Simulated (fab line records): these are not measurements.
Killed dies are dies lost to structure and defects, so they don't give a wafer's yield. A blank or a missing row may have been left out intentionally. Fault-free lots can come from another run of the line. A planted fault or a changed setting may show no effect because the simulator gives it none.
Matching of chambers + flow n5_finfet + N5_BEOL_M4_DEP_57 on pecvd-01 has 3 sister chambers
The step deposits SiCN from 3MS/NH3, target thk 8 nm, time 14 s. 30 wafers are shown with their chamber, then 12 later ones without.

== WAFERS WITH THEIR CHAMBER ==
| wafer  | chamber | showerhead_plenum_p_Torr (Torr) | throttle_valve_pct (%) | chamber_pressure_Torr (Torr) |
|--------|---------|---------------------------------|------------------------|------------------------------|
| L074.2 | 0       | 3.662                           | 9.6                    | 2.999                        |
| L074.5 | 2       | 3.642                           | 9.1                    | 3.000                        |
| L074.6 | 0       | 3.657                           | 9.4                    | 2.994                        |
| L075.2 | 2       | 3.650                           | 9.1                    | 3.005                        |
| L075.3 | 0       | 3.659                           | 9.6                    | 2.999                        |
| L075.4 | 0       | 3.664                           | 9.4                    | 3.011                        |
| L079.3 | 1       | 3.636                           | 8.5                    | 2.999                        |
| L079.5 | 0       | 3.653                           | 9.7                    | 3.004                        |
| L079.6 | 2       | 3.653                           | 8.9                    | 2.999                        |
| L081.1 | 1       | 3.632                           | 9.0                    | 3.010                        |
| L081.3 | 2       | 3.657                           | 8.9                    | 2.987                        |
| L081.6 | 2       | 3.649                           | 9.1                    | 2.997                        |
| L080.3 | 0       | 3.650                           | 9.5                    | 3.009                        |
| L080.5 | 1       | 3.632                           | 8.7                    | 2.996                        |
| L080.6 | 2       | 3.649                           | 9.1                    | 3.001                        |
| L082.1 | 1       | 3.643                           | 9.1                    | 2.985                        |
| L082.3 | 0       | 3.656                           | 9.6                    | 3.001                        |
| L082.4 | 2       | 3.641                           | 9.0                    | 2.992                        |
| L083.1 | 1       | 3.638                           | 9.0                    | 2.994                        |
| L083.4 | 0       | 3.656                           | 9.3                    | 3.003                        |
| L083.6 | 2       | 3.652                           | 9.2                    | 3.007                        |
| L084.1 | 0       | 3.660                           | 9.2                    | 2.996                        |
| L084.2 | 1       | 3.631                           | 8.9                    | 2.999                        |
| L084.4 | 0       | 3.649                           | 9.4                    | 2.997                        |
| L085.2 | 1       | 3.637                           | 9.1                    | 2.988                        |
| L085.3 | 2       | 3.641                           | 9.4                    | 3.003                        |
| L085.6 | 1       | 3.641                           | 8.9                    | 2.993                        |
| L088.2 | 0       | 3.662                           | 9.1                    | 3.004                        |
| L088.4 | 2       | 3.651                           | 9.0                    | 3.000                        |
| L088.5 | 1       | 3.636                           | 8.8                    | 2.998                        |

SIGNATURES (averages over the wafers above)
| reading                  | chamber 0 | chamber 1 | chamber 2 | scatter within a chamber |
|--------------------------|-----------|-----------|-----------|--------------------------|
| showerhead_plenum_p_Torr | 3.65709   | 3.63622   | 3.64850   | 0.0049                   |
| throttle_valve_pct       | 9.436     | 8.889     | 9.080     | 0.177                    |
| chamber_pressure_Torr    | 3.00155   | 2.99578   | 2.99910   | 0.00613                  |
Rule: for each reading, subtract the chamber's mean from the wafer's reading, divide by that reading's scatter and square the result; add these up over the readings and take the root, which gives the wafer's distance from the chamber. If the next closest chamber is less than 2 further off than the closest, the wafer can't be placed; otherwise it belongs to the closest. The scatter: the root of (the sum of the squares of (reading less its chamber's mean) over the shown wafers, divided by (wafers less chambers)).

== WAFERS MISSING THEIR CHAMBER ==
| wafer  | showerhead_plenum_p_Torr (Torr) | throttle_valve_pct (%) | chamber_pressure_Torr (Torr) |
|--------|---------------------------------|------------------------|------------------------------|
| L090.1 | 3.642                           | 8.8                    | 2.987                        |
| L090.4 | 3.634                           | 8.5                    | 2.990                        |
| L090.5 | 3.653                           | 9.3                    | 2.997                        |
| L092.1 | 3.659                           | 9.3                    | 2.999                        |
| L092.2 | 3.657                           | 9.0                    | 2.990                        |
| L092.5 | 3.662                           | 9.7                    | 2.995                        |
| L096.1 | 3.655                           | 9.0                    | 2.998                        |
| L096.2 | 3.640                           | 9.1                    | 2.995                        |
| L096.3 | 3.654                           | 9.4                    | 3.000                        |
| L094.1 | 3.656                           | 9.3                    | 3.005                        |
| L094.4 | 3.651                           | 9.2                    | 3.003                        |
| L094.5 | 3.635                           | 8.7                    | 2.997                        |

== WHICH CHAMBER EACH WENT THROUGH ==
| wafer  | from the rows above     | in truth |
|--------|-------------------------|----------|
| L090.1 | can't be placed: 1 or 2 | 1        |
| L090.4 | 1                       | 1        |
| L090.5 | can't be placed: 0 or 2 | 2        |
| L092.1 | can't be placed: 0 or 2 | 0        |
| L092.2 | can't be placed: 2 or 0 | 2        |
| L092.5 | 0                       | 0        |
| L096.1 | can't be placed: 2 or 0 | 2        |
| L096.2 | can't be placed: 1 or 2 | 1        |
| L096.3 | can't be placed: 0 or 2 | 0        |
| L094.1 | can't be placed: 0 or 2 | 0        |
| L094.4 | can't be placed: 2 or 0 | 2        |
| L094.5 | 1                       | 1        |
3 of 12 placed correctly. Cannot be placed on the basis of these rows: 9; the candidates contain the true chamber in 9. Wrongly placed: 0.
